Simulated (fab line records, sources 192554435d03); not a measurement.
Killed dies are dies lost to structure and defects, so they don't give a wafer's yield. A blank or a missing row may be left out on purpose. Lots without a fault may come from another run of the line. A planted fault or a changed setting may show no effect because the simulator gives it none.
Split-lot experiment | flow n5_finfet | 7 lots, 39 wafers read, on a route of 1938 steps

THE SPLIT
At N5_SD_EPI_N_ETCH_45 (etches SiOCN in CH3F/O2, target depth 6 nm), the setting target_depth_a was moved away from the recipe's 60 angstrom on 12 of the 39 wafers read, by -58.4% to +30.9%. The other wafers ran this setting at the recipe's value.

The reading is taken at the split's own step.

THE READING
etch.depth_nm (the simulator's own value, which no gauge read), in nm, at N5_SD_EPI_N_ETCH_45 (etches SiOCN in CH3F/O2, target depth 6 nm). The file gives no usual value for it. The 27 wafers here that ran the recipe average 5.974 nm, standard deviation 0.1 nm.

wafer  | tool, chamber at the split | target_depth_a as run, angstrom | against the recipe | etch.depth_nm, nm | against lot-mates on the recipe
L077.1 | rie_diel-04, 1             | 24.94                           | -58.4%             | 2.534             | -3.454
L077.2 | rie_diel-04, 0             | 24.94                           | -58.4%             | 2.409             | -3.579
L077.3 | rie_diel-04, 3             | 60                              | recipe             | 5.879             | -
L077.4 | rie_diel-04, 2             | 60                              | recipe             | 6.027             | -
L077.5 | rie_diel-04, 1             | 60                              | recipe             | 6.059             | -
L077.6 | rie_diel-04, 0             | 24.94                           | -58.4%             | 2.435             | -3.553
L080.1 | rie_diel-03, 1             | 60                              | recipe             | 5.816             | -
L080.2 | rie_diel-03, 2             | 60                              | recipe             | 6.015             | -
L080.3 | rie_diel-03, 3             | 60                              | recipe             | 5.889             | -
L080.4 | rie_diel-03, 0             | 60                              | recipe             | 6.004             | -
L080.5 | rie_diel-03, 3             | 60                              | recipe             | 5.928             | -
L080.6 | rie_diel-03, 2             | 60                              | recipe             | 6.039             | -
L081.1 | rie_diel-03, 0             | 60                              | recipe             | 6.029             | -
L081.2 | rie_diel-03, 2             | 60                              | recipe             | 6.066             | -
L081.4 | rie_diel-03, 3             | 60                              | recipe             | 5.931             | -
L084.1 | rie_diel-04, 1             | 60                              | recipe             | 6.052             | -
L084.2 | rie_diel-04, 3             | 60                              | recipe             | 5.776             | -
L084.3 | rie_diel-04, 2             | 60                              | recipe             | 5.948             | -
L084.4 | rie_diel-04, 1             | 60                              | recipe             | 6.031             | -
L084.5 | rie_diel-04, 2             | 60                              | recipe             | 6.002             | -
L084.6 | rie_diel-04, 3             | 60                              | recipe             | 5.72              | -
L089.1 | rie_diel-03, 1             | 45.51                           | -24.2%             | 4.447             | -1.469
L089.2 | rie_diel-03, 3             | 60                              | recipe             | 5.92              | -
L089.3 | rie_diel-03, 0             | 60                              | recipe             | 5.978             | -
L089.4 | rie_diel-03, 2             | 45.51                           | -24.2%             | 4.567             | -1.349
L089.5 | rie_diel-03, 1             | 60                              | recipe             | 5.849             | -
L089.6 | rie_diel-03, 0             | 45.51                           | -24.2%             | 4.548             | -1.368
L091.1 | rie_diel-03, 3             | 47.87                           | -20.2%             | 4.763             | -1.249
L091.6 | rie_diel-03, 3             | 47.87                           | -20.2%             | 4.763             | -1.249
L091.2 | rie_diel-03, 0             | 60                              | recipe             | 5.991             | -
L091.3 | rie_diel-03, 3             | 47.87                           | -20.2%             | 4.767             | -1.245
L091.4 | rie_diel-03, 0             | 60                              | recipe             | 6.003             | -
L091.5 | rie_diel-03, 0             | 60                              | recipe             | 6.042             | -
L093.1 | rie_diel-04, 0             | 60                              | recipe             | 6.163             | -
L093.2 | rie_diel-04, 1             | 78.51                           | +30.9%             | 7.855             | +1.750
L093.3 | rie_diel-04, 2             | 60                              | recipe             | 5.983             | -
L093.4 | rie_diel-04, 3             | 78.51                           | +30.9%             | 8.037             | +1.932
L093.5 | rie_diel-04, 0             | 60                              | recipe             | 6.169             | -
L093.6 | rie_diel-04, 1             | 78.51                           | +30.9%             | 7.898             | +1.793

THE FIT
A straight line over all 39 wafers: etch.depth_nm changes by +0.0609 nm for each +1% of target_depth_a; r = +1.00; the points scatter about the line by 0.096 nm.
The same after taking each lot's own level away (the mean of its wafers on the recipe; 39 wafers): +0.06 nm for each +1%; r = +1.00; scatter 0.082 nm.
On that fit, the largest move of target_depth_a shifts the reading by 3.5 nm.
The lots' own levels span 5.9157 to 6.1050 nm, that is 1.8 times the standard deviation above.
So the lot-to-lot level changes the slope little: the two slopes agree.
Check: with one of the wafers moved furthest among these (-58.4%) left out of the fit, the line predicts -3.52 nm for it against its lot-mates. It came out at -3.45 nm against them.

OTHER SPLITS ON THESE WAFERS
These wafers also went through other splits before the reading. Each is held against what the fit with the lots' levels taken away leaves over:
other split on the same wafers           | wafers away from the commonest value | r with etch.depth_nm (lot level and that fit taken away)
N5_PMOS_HMC_CHANNEL_EPI_DESCUM_14 time_s | 18                                   | -0.03

THE FILE'S OWN FIT
etch.depth_nm changes by +0.06 nm for each +1% of target_depth_a, r = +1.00.
